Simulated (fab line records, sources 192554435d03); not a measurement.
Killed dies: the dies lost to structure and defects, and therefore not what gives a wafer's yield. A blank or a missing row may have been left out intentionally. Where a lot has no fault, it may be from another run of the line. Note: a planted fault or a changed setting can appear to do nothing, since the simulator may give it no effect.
fab line records + flow n5Finfet
record:
- lots: 6
- wafers: 16
- lastDay: 20
route steps=1938 shown BEOL_M10@1488 PASSIVATION@1936
lots that met no fault: from a run of the same line without faults
startH: the number of hours between the record's first day and the start of the first shown wafer of the lot + waitH: time in hours since the lot's previous step + " repeats the value in the row above + L1.1+2: a row that stands for several wafers + - either no value or no given start + * or withheld: withheld + < > ~ a bound
route shown NAME@n: NAME is a module with steps in the file, n the number in the route of the first one + usual: mean and standard deviation over wafers with no fault + same: alike in all rows + chamber/n: place in a boat + sites: per-site readings + _std_site: the standard deviation of these + _edge_site: mean of outer sites minus mean of inner sites + radiusMm: how far each site lies from the wafer's centre + mask NAME#n: copy n + behind: the last tool/chamber to shape the wafer + hold: cause of the lot's hold/its duration in hours/its outcome + device: which transistor (n, p or np) failed to switch + end of line: the tests these same wafers got at the end of their route + for a step that has no rows: nothing shown but its recipe + killed: dies that structure and defects cost at the first sort, which is not the same as the wafer's yield + map: shows each die of a wafer: x if killed, . if not, _ if none is there
set.NAME: the setting that was run; set.NAME@STEP: the one run at that earlier step + model.NAME: the simulator's own value behind a step, which no gauge read
lots at some steps of the route; a table a step, a row a wafer
services: from which hour (startH, from the record's first day; less than 0 if before it) a tool's chamber was out of use, for how many hours, and why
== steps ==
step: N5_BEOL_M10_ETCH_62
recipe:
- chemistry: N2/H2
- target: SOC
- targetDepthA: 1100
- overetchA: 220
- maskMaterial: SiARC
- tempC: 40
- timeS: 165
- ionEnergyEv: 200
- pressureMtorr: 30
- sourceW: 840
- biasW: 150
- n2FlowSccm: 200
- h2FlowSccm: 200
usual:
- drypumpMotorCurrentA: 5.9/0.54
- h2FlowSccm: 200.0/0.57
- oesProductAu: 0.68/0.054
- rfVppV: 525/3.2
- showerheadPlenumPTorr: 2.57/0.11
- tempC: 39.99/0.12
- throttleValvePct: 17.82/0.27
same:
- timeS: 165
| lot.wafer | tool       | chamber | startH | waitH | drypumpMotorCurrentA | h2FlowSccm | oesProductAu | rfHoursCounterH | rfVppV | showerheadPlenumPTorr | tempC | throttleValvePct |
|-----------|------------|---------|--------|-------|----------------------|------------|--------------|-----------------|--------|-----------------------|-------|------------------|
| L125.2    | rieDiel-03 | 1       | 289.18 | 0.1   | 6.3                  | 199.3      | 0.68         | 98              | 522    | 2.47                  | 39.78 | 18.18            |
| L125.3    | "          | 3       | "      | "     | 6.0                  | 200.0      | 0.77         | -               | 529    | 2.71                  | 40.17 | 17.59            |
| L125.4    | "          | 1       | "      | "     | 6.3                  | 200.6      | 0.68         | -               | 521    | 2.47                  | 39.88 | 18.18            |
| L127.2    | rieDiel-02 | 2       | 291.46 | 0.0   | 6.5                  | 200.5      | 0.62         | 189             | 521    | 2.43                  | 40.01 | 17.92            |
| L127.3    | "          | 1       | "      | "     | 5.7                  | 199.7      | 0.72         | 64              | 522    | 2.49                  | 40.13 | 17.64            |
| L127.4    | "          | 0       | "      | "     | 5.3                  | 199.9      | 0.68         | 79              | 527    | 2.68                  | 39.96 | 17.88            |
| L137.2    | rieDiel-03 | 1       | 402.56 | 0.0   | 6.3                  | 200.8      | 0.65         | 136             | 522    | 2.45                  | 40.01 | 18.23            |
| L137.3    | "          | 3       | "      | "     | 6.0                  | 200.1      | 0.72         | 69              | 528    | 2.69                  | 39.96 | 17.66            |
| L145.3    | rieDiel-03 | 3       | 416.59 | 0.0   | 6.0                  | 200.4      | 0.72         | 74              | 528    | 2.69                  | 40.02 | 17.68            |
| L145.5    | "          | 2       | "      | "     | 5.7                  | 199.0      | 0.71         | -               | 528    | 2.67                  | 40.00 | 17.69            |
| L148.1    | rieDiel-02 | 3       | 421.96 | 0.0   | 6.8                  | 199.7      | 0.62         | 165             | 526    | 2.65                  | 39.87 | 18.16            |
| L148.2    | "          | 2       | "      | "     | 6.5                  | 200.4      | 0.60         | 233             | 521    | 2.41                  | 40.14 | 17.99            |
| L148.5    | "          | 0       | "      | "     | 5.3                  | 199.9      | 0.64         | -               | 527    | 2.66                  | 39.99 | 17.95            |
| L147.1    | rieDiel-02 | 3       | 423.41 | 0.0   | 6.8                  | 200.5      | 0.61         | 166             | 526    | 2.65                  | 39.78 | 18.16            |
| L147.2    | "          | 0       | "      | "     | 5.3                  | 200.4      | 0.65         | 131             | 527    | 2.66                  | 40.05 | 17.96            |
| L147.6    | "          | 1       | "      | "     | 5.6                  | 199.7      | 0.68         | -               | 521    | 2.47                  | 40.05 | 17.70            |
step: N5_BEOL_M10_STRIP_68
recipe:
- chemistry: N2/H2
- tempC: 40
- n2FlowSccm: 200
- h2FlowSccm: 200
- rfFrequencyHz: 6e+07
step: N5_BEOL_M10_STRIP_67
recipe:
- chemistry: CF4
- resist: SiARC
- powerW: 300
- biasPowerW: 75
- pressureMtorr: 50
- cf4FlowSccm: 150
- rfFrequencyHz: 6e+07
usual:
- drypumpMotorCurrentA: 5.9/0.54
- oesProductAu: 0.81/0.064
- powerW: 300.0/0.88
- rfVppV: 271.5/1.9
- showerheadPlenumPTorr: 1.80/0.073
- throttleValvePct: 13.49/0.25
| lot.wafer | tool       | chamber | startH | waitH | drypumpMotorCurrentA | oesProductAu | powerW | rfHoursCounterH | rfVppV | showerheadPlenumPTorr | throttleValvePct |
|-----------|------------|---------|--------|-------|----------------------|--------------|--------|-----------------|--------|-----------------------|------------------|
| L125.2    | rieDiel-03 | 1       | 289.40 | 0.0   | 6.2                  | 0.81         | 300.3  | 98              | 270.1  | 1.74                  | 13.78            |
| L125.3    | "          | 3       | "      | "     | 6.0                  | 0.91         | 300.1  | -               | 273.1  | 1.88                  | 13.15            |
| L125.4    | "          | 1       | "      | "     | 6.3                  | 0.81         | 300.0  | -               | 270.8  | 1.73                  | 13.77            |
| L127.2    | rieDiel-02 | 2       | 291.61 | 0.0   | 6.5                  | 0.74         | 298.8  | 189             | 269.6  | 1.70                  | 13.55            |
| L127.3    | "          | 1       | "      | "     | 5.6                  | 0.85         | 299.9  | 64              | 269.9  | 1.75                  | 13.27            |
| L127.4    | "          | 0       | "      | "     | 5.3                  | 0.81         | 300.2  | 79              | 273.0  | 1.88                  | 13.61            |
| L137.2    | rieDiel-03 | 1       | 402.71 | 0.0   | 6.3                  | 0.77         | 299.3  | 136             | 269.7  | 1.72                  | 13.87            |
| L137.3    | "          | 3       | "      | "     | 6.0                  | 0.85         | 300.6  | 69              | 273.7  | 1.87                  | 13.22            |
| L145.3    | rieDiel-03 | 3       | 416.74 | 0.0   | 6.0                  | 0.86         | 298.6  | 74              | 274.7  | 1.87                  | 13.27            |
| L145.5    | "          | 2       | "      | "     | 5.7                  | 0.83         | 300.5  | -               | 271.5  | 1.88                  | 13.49            |
| L148.1    | rieDiel-02 | 3       | 422.10 | 0.0   | 6.8                  | 0.72         | 298.7  | 166             | 273.2  | 1.85                  | 13.76            |
| L148.2    | "          | 2       | "      | "     | 6.5                  | 0.70         | 299.6  | 233             | 268.3  | 1.69                  | 13.67            |
| L148.5    | "          | 0       | "      | "     | 5.3                  | 0.75         | 301.9  | -               | 271.4  | 1.87                  | 13.72            |
| L147.1    | rieDiel-02 | 3       | 423.56 | 0.0   | 6.8                  | 0.73         | 300.3  | 166             | 273.6  | 1.85                  | 13.76            |
| L147.2    | "          | 0       | "      | "     | 5.3                  | 0.75         | 298.9  | 131             | 273.1  | 1.87                  | 13.71            |
| L147.6    | "          | 1       | "      | "     | 5.6                  | 0.80         | 300.4  | -               | 268.9  | 1.74                  | 13.36            |
step: N5_BEOL_M10_HM_OPEN_17
recipe:
- chemistry: Cl2/BCl3
- targetDepthA: 200
- overetchA: 60
- target: TiN
- maskMaterial: SOC
- ionEnergyEv: 150
- pressureMtorr: 10
- icpW: 1000
- biasW: 126
- Cl2_flow_sccm: 53.25
- bcl3FlowSccm: 21.75
- Ar_flow_sccm: 25
usual:
- drypumpMotorCurrentA: 5.7/0.49
- oes_ar_750_au: 0.78/0.073
- oesProductAu: 0.67/0.06
- throttleValvePct: 22.03/0.22
| lot.wafer | tool        | chamber | startH | waitH | drypumpMotorCurrentA | oes_ar_750_au | oesProductAu | rfHoursCounterH | throttleValvePct |
|-----------|-------------|---------|--------|-------|----------------------|---------------|--------------|-----------------|------------------|
| L125.2    | rieMetal-03 | 0       | 289.45 | 0.0   | 6.6                  | 0.75          | 0.63         | 56              | 22.26            |
| L125.3    | "           | 0       | "      | "     | 6.6                  | 0.75          | 0.64         | -               | 22.26            |
| L125.4    | "           | 1       | "      | "     | 5.7                  | 0.64          | 0.55         | -               | 21.88            |
| L127.2    | rieMetal-02 | 1       | 291.65 | 0.0   | 5.3                  | 0.82          | 0.71         | 22              | 22.38            |
| L127.3    | "           | 1       | "      | "     | 5.3                  | 0.81          | 0.71         | -               | 22.39            |
| L127.4    | "           | 0       | "      | "     | 5.7                  | 0.77          | 0.68         | -               | 21.60            |
| L137.2    | rieMetal-01 | 1       | 402.75 | 0.0   | 5.1                  | 0.84          | 0.71         | 29              | 22.12            |
| L137.3    | "           | 1       | "      | "     | 5.1                  | 0.85          | 0.70         | -               | 22.11            |
| L145.3    | rieMetal-01 | 0       | 416.82 | 0.1   | 5.8                  | 0.74          | 0.63         | -               | 21.94            |
| L145.5    | "           | 0       | "      | "     | 5.7                  | 0.73          | 0.64         | -               | 21.94            |
| L148.1    | rieMetal-01 | 0       | 422.14 | 0.0   | 5.8                  | 0.74          | 0.63         | 44              | 21.95            |
| L148.2    | "           | 1       | "      | "     | 5.1                  | 0.83          | 0.70         | 31              | 22.12            |
| L148.5    | "           | 0       | "      | "     | 5.8                  | 0.74          | 0.64         | -               | 21.95            |
| L147.1    | rieMetal-01 | 0       | 423.69 | 0.1   | 5.7                  | 0.74          | 0.65         | 44              | 21.93            |
| L147.2    | "           | 1       | "      | "     | 5.1                  | 0.83          | 0.70         | 31              | 22.11            |
| L147.6    | "           | 0       | "      | "     | 5.8                  | 0.74          | 0.64         | -               | 21.93            |
step: N5_BEOL_M10_STRIP_19
recipe:
- chemistry: O2
- powerW: 400
- tempC: 40
- pressureMtorr: 30
- rfFrequencyHz: 6e+07
- biasPowerW: 0
- overashFraction: 0.2
- o2FlowSccm: 225
usual:
- drypumpMotorCurrentA: 5.9/0.56
- oesProductAu: 0.82/0.066
- rfVppV: 3.7/0.65
- showerheadPlenumPTorr: 2.12/0.091
- tempC: 39.98/0.11
- throttleValvePct: 16.59/0.28
| lot.wafer | tool       | chamber | startH | waitH | drypumpMotorCurrentA | oesProductAu | rfHoursCounterH | rfVppV | showerheadPlenumPTorr | tempC | throttleValvePct |
|-----------|------------|---------|--------|-------|----------------------|--------------|-----------------|--------|-----------------------|-------|------------------|
| L125.2    | rieDiel-03 | 1       | 289.60 | 0.1   | 6.3                  | 0.81         | 98              | 3.4    | 2.02                  | 40.05 | 16.87            |
| L125.3    | "          | 1       | "      | "     | 6.3                  | 0.80         | -               | 2.1    | 2.02                  | 40.10 | 16.85            |
| L125.4    | "          | 3       | "      | "     | 6.0                  | 0.92         | -               | 2.1    | 2.23                  | 39.96 | 16.36            |
| L127.2    | rieDiel-02 | 3       | 291.78 | 0.1   | 6.8                  | 0.77         | 114             | 4.5    | 2.22                  | 40.01 | 16.94            |
| L127.3    | "          | 1       | "      | "     | 5.6                  | 0.85         | 64              | 3.7    | 2.05                  | 40.09 | 16.41            |
| L127.4    | "          | 2       | "      | "     | 6.5                  | 0.73         | 189             | 4.5    | 2.00                  | 39.91 | 16.75            |
| L137.2    | rieDiel-05 | 3       | 403.06 | 0.3   | 5.3                  | 0.94         | 13              | 4.1    | 2.06                  | 40.00 | 16.10            |
| L137.3    | "          | 1       | "      | "     | 5.2                  | 0.89         | 36              | 5.1    | 2.04                  | 39.97 | 16.14            |
| L145.3    | rieDiel-02 | 0       | 416.91 | 0.1   | 5.3                  | 0.76         | 126             | 4.6    | 2.18                  | 39.95 | 16.75            |
| L145.5    | "          | 3       | "      | "     | 6.8                  | 0.72         | -               | 4.3    | 2.21                  | 39.78 | 17.02            |
| L148.1    | rieDiel-03 | 2       | 422.31 | 0.1   | 5.7                  | 0.84         | 87              | 4.5    | 2.22                  | 39.87 | 16.71            |
| L148.2    | "          | 0       | "      | "     | 5.0                  | 0.85         | 45              | 4.0    | 2.05                  | 40.08 | 16.24            |
| L148.5    | "          | 2       | "      | "     | 5.7                  | 0.84         | -               | 3.2    | 2.22                  | 40.05 | 16.68            |
| L147.1    | rieDiel-02 | 1       | 423.94 | 0.2   | 5.6                  | 0.81         | 106             | 2.7    | 2.03                  | 40.10 | 16.45            |
| L147.2    | "          | 0       | "      | "     | 5.3                  | 0.74         | 131             | 4.0    | 2.18                  | 39.79 | 16.77            |
| L147.6    | "          | 3       | "      | "     | 6.8                  | 0.71         | -               | 3.8    | 2.21                  | 39.80 | 17.04            |
step: N5_BEOL_M10_CD_MEAS_18
recipe:
- pitchNm: 140
- targetCdNm: 70
usual:
- cdNm: 70.0/0.64
| lot.wafer | tool     | chamber | startH | waitH | cdNm |
|-----------|----------|---------|--------|-------|------|
| L125.2    | cdSem-03 | -       | 289.69 | 0.1   | 69.3 |
| L125.3    | "        | -       | "      | "     | 69.1 |
| L125.4    | "        | -       | "      | "     | 70.4 |
| L127.2    | cdSem-01 | -       | 291.85 | 0.1   | 69.1 |
| L127.3    | "        | -       | "      | "     | 69.1 |
| L127.4    | "        | -       | "      | "     | 69.5 |
| L137.2    | cdSem-01 | -       | 403.13 | 0.1   | 70.5 |
| L137.3    | "        | -       | "      | "     | 69.3 |
| L145.3    | cdSem-03 | -       | 416.98 | 0.1   | 69.4 |
| L145.5    | "        | -       | "      | "     | 69.7 |
| L148.1    | cdSem-01 | -       | 422.38 | 0.0   | 70.5 |
| L148.2    | "        | -       | "      | "     | 71.6 |
| L148.5    | "        | -       | "      | "     | 71.0 |
| L147.1    | cdSem-01 | -       | 424.01 | 0.0   | 71.5 |
| L147.2    | "        | -       | "      | "     | 71.2 |
| L147.6    | "        | -       | "      | "     | 70.5 |
step: N5_BEOL_M10_COAT_63
recipe:
- resist: SOC
- tempC: 250
- timeS: 60
- spinRpm: 1500
- resistThkNm: 100
step: N5_BEOL_M10_COAT_64
recipe:
- resist: SiARC
- tempC: 220
- timeS: 60
- spinRpm: 1500
- resistThkNm: 30
step: N5_BEOL_M10_COAT_22
recipe:
- resist: CAR-ArF
- spinRpm: 1500
- resistThkNm: 90
step: N5_BEOL_M10_EBR_24
recipe:
- solvent: PGMEA
- ebrWidthMm: 1.5
step: N5_BEOL_M10_SOFTBAKE_23
recipe:
- tempC: 110
- timeS: 60
- resist: CAR-ArF
step: N5_BEOL_M10_EXPOSE_25
recipe:
- maskId: V9
- na: 1.35
- sourceShape: annular
- sigmaInner: 0.5
- sigmaOuter: 0.8
- polarization: unpolarized
- doseMj: 85.5
step: N5_BEOL_M10_PEB_26
recipe:
- pebTempC: withheld
- pebTimeS: 60
- resist: CAR-ArF
usual:
- chillPlateTempC: 23.00/0.12
| lot.wafer | tool          | chamber | startH | waitH | chillPlateTempC |
|-----------|---------------|---------|--------|-------|-----------------|
| L125.2    | lithoTrack-04 | 0       | 290.65 | 0.1   | 22.84           |
| L125.3    | "             | 0       | "      | "     | 22.80           |
| L125.4    | "             | 0       | "      | "     | 22.94           |
| L127.2    | lithoTrack-05 | 0       | 292.32 | 0.1   | 22.92           |
| L127.3    | "             | 0       | "      | "     | 23.08           |
| L127.4    | "             | 0       | "      | "     | 22.94           |
| L137.2    | lithoTrack-04 | 0       | 404.06 | 0.1   | 23.07           |
| L137.3    | "             | 0       | "      | "     | 23.18           |
| L145.3    | lithoTrack-04 | 0       | 417.59 | 0.0   | 23.16           |
| L145.5    | "             | 0       | "      | "     | 23.09           |
| L148.1    | lithoTrack-01 | 0       | 422.61 | 0.1   | 23.14           |
| L148.2    | "             | 0       | "      | "     | 22.82           |
| L148.5    | "             | 0       | "      | "     | 22.84           |
| L147.1    | lithoTrack-01 | 0       | 424.41 | 0.1   | 23.03           |
| L147.2    | "             | 0       | "      | "     | 22.84           |
| L147.6    | "             | 0       | "      | "     | 22.96           |
step: N5_BEOL_M10_DEVELOP_27
recipe:
- developTimeS: 30
- developer: TMAH
- resist: CAR-ArF
- rinseLiquid: diw
- dry: airSpin
- devTempC: 23
step: N5_BEOL_M10_CD_MEAS_28
recipe:
- targetCdNm: 70
- landingEnergyEv: 500
- detector: seInlens
- polarity: opening
usual:
- cdNm: 69.7/0.95
| lot.wafer | tool     | chamber | startH | waitH | cdNm |
|-----------|----------|---------|--------|-------|------|
| L125.2    | cdSem-01 | 0       | 290.72 | -     | 69.8 |
| L125.3    | "        | 0       | "      | "     | 68.3 |
| L125.4    | "        | 0       | "      | "     | 68.6 |
| L127.2    | cdSem-03 | 0       | 292.39 | -     | 70.8 |
| L127.3    | "        | 0       | "      | "     | 70.3 |
| L127.4    | "        | 0       | "      | "     | 70.0 |
| L137.2    | cdSem-03 | 0       | 404.12 | -     | 72.9 |
| L137.3    | "        | 0       | "      | "     | 72.5 |
| L145.3    | cdSem-01 | 0       | 417.66 | -     | 73.4 |
| L145.5    | "        | 0       | "      | "     | 69.2 |
| L148.1    | cdSem-01 | 0       | 422.68 | -     | 69.6 |
| L148.2    | "        | 0       | "      | "     | 69.2 |
| L148.5    | "        | 0       | "      | "     | 70.1 |
| L147.1    | cdSem-01 | 0       | 424.48 | -     | 71.7 |
| L147.2    | "        | 0       | "      | "     | 71.5 |
| L147.6    | "        | 0       | "      | "     | 71.3 |
step: N5_BEOL_M10_OVL_MEAS_29
recipe:
- pointsPerWafer: 44
usual:
- V9_OVL: 0.2/0.81
| lot.wafer | tool       | chamber | startH | waitH | V9_OVL[nm] |
|-----------|------------|---------|--------|-------|------------|
| L125.2    | overlay-01 | 0       | 290.75 | 0.0   | 1.1        |
| L125.3    | "          | 0       | "      | "     | 0.5        |
| L125.4    | "          | 0       | "      | "     | 1.4        |
| L127.2    | overlay-01 | 0       | 292.41 | 0.0   | 0.7        |
| L127.3    | "          | 0       | "      | "     | -0.2       |
| L127.4    | "          | 0       | "      | "     | 0.7        |
| L137.2    | overlay-02 | 0       | 404.15 | 0.0   | 0.0        |
| L137.3    | "          | 0       | "      | "     | 0.6        |
| L145.3    | overlay-02 | 0       | 417.72 | 0.1   | 0.0        |
| L145.5    | "          | 0       | "      | "     | 0.1        |
| L148.1    | overlay-01 | 0       | 422.71 | 0.0   | -0.9       |
| L148.2    | "          | 0       | "      | "     | 0.6        |
| L148.5    | "          | 0       | "      | "     | -0.6       |
| L147.1    | overlay-01 | 0       | 424.51 | 0.0   | 0.8        |
| L147.2    | "          | 0       | "      | "     | 0.7        |
| L147.6    | "          | 0       | "      | "     | -0.4       |
step: N5_PASSIVATION_PROBE_49
usual:
- defectLimitedYield: 91.2/1.6
- killed_at_M0_to_M3: 33/11
- killed_at_M4_up: 14/5
- killedAtContacts: 12/5.8
- killedAtFrontEnd: 41/12
- killedAtOther: 3.5/2.9
- killedDies: 104/19
- killedOnRim: 13/4.2
- killedOpen: 68/14
- killedShort: 34/8.8
- sort_bin_5_function: 5.2/1.1
- sort_bin_6_memory: 3.2/0.71
- sortNPass: 1076/19
- sortYieldPct: 91.2/1.6
same:
- grossDies: 1180
- killedAtBackSide: 0
- sort_bin_4_leakage[%]: 0
- sort_bin_8_speed[%]: 0
| lot.wafer | tool      | chamber | startH | waitH | defectLimitedYield[%] | killed_at_M0_to_M3 | killed_at_M4_up | killedAtContacts | killedAtFrontEnd | killedAtOther | killedDies | killedOnRim | killedOpen | killedShort | sort_bin_5_function[%] | sort_bin_6_memory[%] | sortNPass | sortYieldPct[%] |
|-----------|-----------|---------|--------|-------|-----------------------|--------------------|-----------------|------------------|------------------|---------------|------------|-------------|------------|-------------|------------------------|----------------------|-----------|-----------------|
| L125.2    | prober-01 | -       | 344.76 | 0.5   | 92.3                  | 28                 | 18              | 21               | 23               | 1             | 91         | 4           | 69         | 19          | 4.7                    | 2.5                  | 1089      | 92.3            |
| L125.3    | prober-01 | -       | 344.81 | 0.6   | 92.9                  | 25                 | 14              | 12               | 33               | 0             | 84         | 16          | 63         | 21          | 4.7                    | 2.1                  | 1096      | 92.9            |
| L125.4    | prober-01 | -       | 344.86 | 0.6   | 92.8                  | 18                 | 12              | 14               | 40               | 1             | 85         | 18          | 61         | 24          | 4.4                    | 2.7                  | 1095      | 92.8            |
| L127.2    | prober-01 | -       | 349.05 | 0.1   | 91.8                  | 28                 | 10              | 7                | 50               | 2             | 97         | 13          | 57         | 39          | 4.3                    | 3.6                  | 1083      | 91.8            |
| L127.3    | prober-01 | -       | 349.10 | 0.1   | 91.4                  | 46                 | 9               | 11               | 33               | 2             | 101        | 11          | 69         | 30          | 5.5                    | 2.9                  | 1079      | 91.4            |
| L127.4    | prober-01 | -       | 349.15 | 0.2   | 91.9                  | 22                 | 15              | 23               | 33               | 3             | 96         | 17          | 68         | 26          | 4.7                    | 3.3                  | 1084      | 91.9            |
| L137.2    | prober-02 | -       | 456.81 | 0.1   | 92.2                  | 26                 | 6               | 8                | 45               | 7             | 92         | 14          | 49         | 35          | 4.3                    | 2.4                  | 1088      | 92.2            |
| L145.3    | prober-01 | -       | 469.00 | 0.1   | 86.7                  | 59                 | 15              | 19               | 51               | 13            | 157        | 22          | 105        | 52          | 7.7                    | 5.3                  | 1023      | 86.7            |
| L145.5    | prober-01 | -       | 469.10 | 0.2   | 92.1                  | 43                 | 7               | 13               | 22               | 8             | 93         | 11          | 64         | 29          | 4.6                    | 3.1                  | 1087      | 92.1            |
| L148.1    | prober-01 | -       | 479.93 | 0.0   | 89.9                  | 43                 | 7               | 12               | 51               | 6             | 119        | 13          | 78         | 41          | 5.8                    | 3.6                  | 1061      | 89.9            |
| L148.2    | prober-01 | -       | 479.98 | 0.1   | 89.7                  | 33                 | 17              | 10               | 56               | 5             | 121        | 19          | 86         | 35          | 5.5                    | 4.5                  | 1059      | 89.7            |
| L148.5    | prober-01 | -       | 480.13 | 0.2   | 90.7                  | 29                 | 20              | 12               | 49               | 0             | 110        | 12          | 78         | 31          | 5.3                    | 3.6                  | 1070      | 90.7            |
| L147.1    | prober-01 | -       | 484.63 | 0.0   | 92.8                  | 30                 | 10              | 1                | 44               | 0             | 85         | 9           | 50         | 35          | 4.8                    | 1.9                  | 1095      | 92.8            |
| L147.2    | prober-01 | -       | 484.68 | 0.1   | 91.2                  | 47                 | 19              | 4                | 34               | 0             | 104        | 17          | 72         | 28          | 5.0                    | 3.4                  | 1076      | 91.2            |
| L147.6    | prober-01 | -       | 484.88 | 0.3   | 91.9                  | 35                 | 13              | 9                | 38               | 0             | 95         | 17          | 64         | 26          | 4.0                    | 3.5                  | 1085      | 91.9            |
killed by level:class
L125.2 MOL_CONTACT_COAG:geometricParticle:open=19 BEOL_M4:geometricParticle:open=12 BEOL_M2:geometricParticle:open=9 BEOL_M3:geometricParticle:open=6 STI_FIN_REVEAL:geometricParticle:open=5 BEOL_M2:geometricParticle:short=5 FIN_SAQP:geometricParticle:open=4 BEOL_M0_SAQP:geometricParticle:open=4
L125.3 BEOL_M2:geometricParticle:open=11 MOL_CONTACT_COAG:geometricParticle:open=11 FIN_SAQP:geometricParticle:open=8 STI_FIN_REVEAL:geometricParticle:open=7 BEOL_M1:geometricParticle:open=6 STARTING-WAFER:geometricParticle:short=5 BEOL_M4:geometricParticle:open=4 BEOL_M4:geometricParticle:short=4
L125.4 MOL_CONTACT_COAG:geometricParticle:open=13 FIN_SAQP:geometricParticle:short=11 BEOL_M4:geometricParticle:open=9 FIN_SAQP:geometricParticle:open=7 BEOL_M2:geometricParticle:open=6 DUMMY_GATE:geometricParticle:open=5 BEOL_M3:geometricParticle:open=4 STARTING-WAFER:geometricParticle:open=4
L127.2 FIN_SAQP:geometricParticle:short=9 STI_FIN_REVEAL:geometricParticle:open=9 FIN_SAQP:geometricParticle:open=8 BEOL_M3:geometricParticle:open=8 GATE_CUT:geometricParticle:short=8 BEOL_M2:geometricParticle:open=8 BEOL_M1:geometricParticle:open=6 DUMMY_GATE:geometricParticle:open=4
L127.3 BEOL_M0_SAQP:geometricParticle:open=12 BEOL_M1:geometricParticle:open=11 MOL_CONTACT_COAG:geometricParticle:open=11 FIN_SAQP:geometricParticle:open=9 BEOL_M0_SAQP:geometricParticle:short=8 BEOL_M2:geometricParticle:open=7 GATE_CUT:geometricParticle:short=4 BEOL_M1:geometricParticle:short=4
L127.4 MOL_CONTACT_COAG:geometricParticle:open=16 BEOL_M4:geometricParticle:open=10 MOL_CONTACT_COAG:geometricParticle:short=7 FIN_SAQP:geometricParticle:open=6 BEOL_M1:geometricParticle:open=6 BEOL_M2:geometricParticle:open=6 STI_FIN_REVEAL:geometricParticle:open=4 BEOL_M0_SAQP:geometricParticle:open=4
L137.2 STI_FIN_REVEAL:geometricParticle:open=12 BEOL_M0_SAQP:geometricParticle:open=11 BEOL_M0_SAQP:geometricParticle:short=7 HKMG_FIN:areaEtch=7 STI_FIN_REVEAL:geometricParticle:short=6 MOL_CONTACT_COAG:geometricParticle:open=5 FIN_SAQP:geometricParticle:short=4 BEOL_M2:geometricParticle:open=4
L145.3 STI_FIN_REVEAL:geometricParticle:open=18 MOL_CONTACT_COAG:geometricParticle:open=15 BEOL_M2:geometricParticle:open=14 BEOL_M0_SAQP:geometricParticle:open=13 BEOL_M0_SAQP:geometricParticle:short=11 BEOL_M4:geometricParticle:open=8 FIN_SAQP:geometricParticle:short=7 BEOL_M1:geometricParticle:open=7
L145.5 BEOL_M1:geometricParticle:open=13 BEOL_M2:geometricParticle:open=10 MOL_CONTACT_COAG:geometricParticle:open=9 BEOL_M0_SAQP:geometricParticle:open=8 STI_FIN_REVEAL:geometricParticle:open=6 BEOL_M0_SAQP:geometricParticle:short=6 MOL_CONTACT_COAG:geometricParticle:short=4 FIN_SAQP:geometricParticle:open=3
L148.1 BEOL_M3:geometricParticle:open=14 FIN_SAQP:geometricParticle:short=11 STI_FIN_REVEAL:geometricParticle:open=11 FIN_SAQP:geometricParticle:open=10 MOL_CONTACT_COAG:geometricParticle:open=10 BEOL_M0_SAQP:geometricParticle:short=9 BEOL_M2:geometricParticle:open=8 BEOL_M0_SAQP:geometricParticle:open=8
L148.2 FIN_SAQP:geometricParticle:open=22 FIN_SAQP:geometricParticle:short=13 BEOL_M0_SAQP:geometricParticle:open=9 STI_FIN_REVEAL:geometricParticle:open=8 MOL_CONTACT_COAG:geometricParticle:open=8 BEOL_M4:geometricParticle:open=7 BEOL_M3:geometricParticle:open=7 BEOL_M1:geometricParticle:open=5
L148.5 FIN_SAQP:geometricParticle:open=11 MOL_CONTACT_COAG:geometricParticle:open=11 FIN_SAQP:geometricParticle:short=8 BEOL_M0_SAQP:geometricParticle:open=8 DUMMY_GATE:geometricParticle:open=6 BEOL_M0_SAQP:geometricParticle:short=5 BEOL_M3:geometricParticle:open=5 BEOL_M4:geometricParticle:open=5
L147.1 STI_FIN_REVEAL:geometricParticle:open=8 FIN_SAQP:geometricParticle:open=7 FIN_SAQP:geometricParticle:short=7 BEOL_M0_SAQP:geometricParticle:short=5 BEOL_M2:geometricParticle:open=5 BEOL_M1:geometricParticle:open=4 SPACER0:geometricParticle:open=4 BEOL_M0_SAQP:geometricParticle:open=4
L147.2 BEOL_M0_SAQP:geometricParticle:open=10 BEOL_M1:geometricParticle:open=10 BEOL_M2:geometricParticle:open=8 BEOL_M5:geometricParticle:open=7 BEOL_M0_SAQP:geometricParticle:short=6 FIN_SAQP:geometricParticle:short=5 STI_FIN_REVEAL:geometricParticle:open=5 DUMMY_GATE:geometricParticle:open=5
L147.6 BEOL_M2:geometricParticle:open=14 MOL_CONTACT_COAG:geometricParticle:open=8 STI_FIN_REVEAL:geometricParticle:open=6 SPACER0:geometricParticle:open=5 BEOL_M0_SAQP:geometricParticle:short=5 BEOL_M1:geometricParticle:open=5 BEOL_M4:geometricParticle:open=5 FIN_SAQP:geometricParticle:short=4
== services ==
| tool          | chamber | startH | hours | kind                        |
|---------------|---------|--------|-------|-----------------------------|
| rieDiel-03    | 0       | 266.35 | -     | clean                       |
| rieDiel-03    | 0       | 266.35 | -     | consumableReplace:focusRing |
| rieDiel-03    | 0       | 266.35 | 23.3  | scheduledDown               |
| rieDiel-03    | 0       | 266.35 | 23.3  | ventCycle                   |
| rieDiel-05    | 1       | 281.94 | -     | clean                       |
| rieDiel-05    | 1       | 281.94 | -     | consumableReplace:focusRing |
| rieDiel-05    | 1       | 281.94 | 25.9  | scheduledDown               |
| rieDiel-05    | 1       | 281.94 | 25.9  | ventCycle                   |
| rieDiel-03    | 2       | 283.66 | 7.7   | repair                      |
| rieMetal-02   | -       | 284.23 | 2.8   | pm                          |
| rieMetal-03   | -       | 291.70 | 2.5   | repair                      |
| rieMetal-01   | -       | 313.21 | 2.8   | pm                          |
| rieDiel-05    | 2       | 330.50 | 5.1   | repair                      |
| rieDiel-05    | 3       | 337.74 | -     | clean                       |
| rieDiel-05    | 3       | 337.74 | -     | consumableReplace:focusRing |
| rieDiel-05    | 3       | 337.74 | 25.2  | scheduledDown               |
| rieMetal-03   | 1       | 344.96 | -     | clean                       |
| rieMetal-03   | 1       | 344.96 | 17.1  | scheduledDown               |
| rieMetal-03   | 1       | 344.96 | 17.1  | ventCycle                   |
| rieDiel-02    | 2       | 383.45 | 6.2   | repair                      |
| rieMetal-02   | -       | 384.25 | 0.3   | repair                      |
| rieMetal-02   | 0       | 395.44 | 45.7  | repair                      |
| rieDiel-02    | -       | 401.16 | 2.8   | pm                          |
| lithoTrack-05 | -       | 407.04 | -     | consumableReplace:filter    |
== key ==
firstSign:
- step: N5_BEOL_M10_CD_MEAS_28
- reading: cdNm
- direction: up
- sigmas: 3.4
- usual: 69.7
- struck: 73.0
effect none on later readings
metAt N5_BEOL_M10_PEB_26
struckWafers L137.2,L137.3,L145.3
onsetBetween 290.65 404.06
fault:
- kind: processParameterDrift
- tool: lithoTrack-04
- chamber: -
- onsetH: 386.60
- steps: N5_BEOL_M10_PEB_26
- channel: pebTimeS
- offset: *
- shape: step
- endH: 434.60
- scope: struckWafersOnly
- actsIn: *
- stated: *
